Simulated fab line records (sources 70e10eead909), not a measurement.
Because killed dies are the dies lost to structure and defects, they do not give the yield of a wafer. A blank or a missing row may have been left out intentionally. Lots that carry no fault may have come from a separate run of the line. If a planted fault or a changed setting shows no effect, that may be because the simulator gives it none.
Chamber matching || flow nandHarc || NHARC_A_STAIRCASE_DESCUM_168 on rieDiel-03 has 4 sister chambers
The step chemistry O2, time 3 s. 4 wafers are shown with their chamber, then 8 later ones without.

## WAFERS PAIRED WITH THEIR CHAMBERS
{"wafer": "L092.1", "chamber": 0, "showerheadPlenumPTorr (Torr)": 1.99}
{"wafer": "L092.2", "chamber": 3, "showerheadPlenumPTorr (Torr)": 1.88}
{"wafer": "L092.4", "chamber": 2, "showerheadPlenumPTorr (Torr)": 2.02}
{"wafer": "L092.3", "chamber": 1, "showerheadPlenumPTorr (Torr)": 1.97}

## WAFERS MISSING THEIR CHAMBER
{"wafer": "L092.5", "showerheadPlenumPTorr (Torr)": 1.99}
{"wafer": "L092.6", "showerheadPlenumPTorr (Torr)": 1.97}
{"wafer": "L094.2", "showerheadPlenumPTorr (Torr)": 1.88}
{"wafer": "L094.3", "showerheadPlenumPTorr (Torr)": 2.01}
{"wafer": "L094.4", "showerheadPlenumPTorr (Torr)": 1.99}
{"wafer": "L095.3", "showerheadPlenumPTorr (Torr)": 2.01}
{"wafer": "L095.5", "showerheadPlenumPTorr (Torr)": 2.01}
{"wafer": "L095.6", "showerheadPlenumPTorr (Torr)": 1.96}

## THE CHAMBER EACH PASSED THROUGH
{"wafer": "L092.5", "from the rows above": 0, "in truth": 0}
{"wafer": "L092.6", "from the rows above": 1, "in truth": 1}
{"wafer": "L094.2", "from the rows above": 3, "in truth": 3}
{"wafer": "L094.3", "from the rows above": "can't be placed: 2 or 0", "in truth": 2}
{"wafer": "L094.4", "from the rows above": 0, "in truth": 0}
{"wafer": "L095.3", "from the rows above": "can't be placed: 2 or 0", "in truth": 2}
{"wafer": "L095.5", "from the rows above": "can't be placed: 2 or 0", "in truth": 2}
{"wafer": "L095.6", "from the rows above": 1, "in truth": 1}
Correct placement for 5 of the 8. From these rows, 3 cannot be placed; in 3 the true chamber is one of the candidates. Placed wrongly: 0.
How it was worked out, from the rows above alone: a wafer's distance from a chamber is the root of the sum, over the readings, of the square of ((its reading less the chamber's mean) divided by the reading's scatter). If the next closest chamber is less than 2 further off than the closest, the wafer can't be placed; otherwise it belongs to the closest. Each chamber's mean is taken over the wafers shown for it. The scatter: with one shown wafer a chamber, the root of the mean of the squares of how far each hidden wafer lies from its nearest shown one.
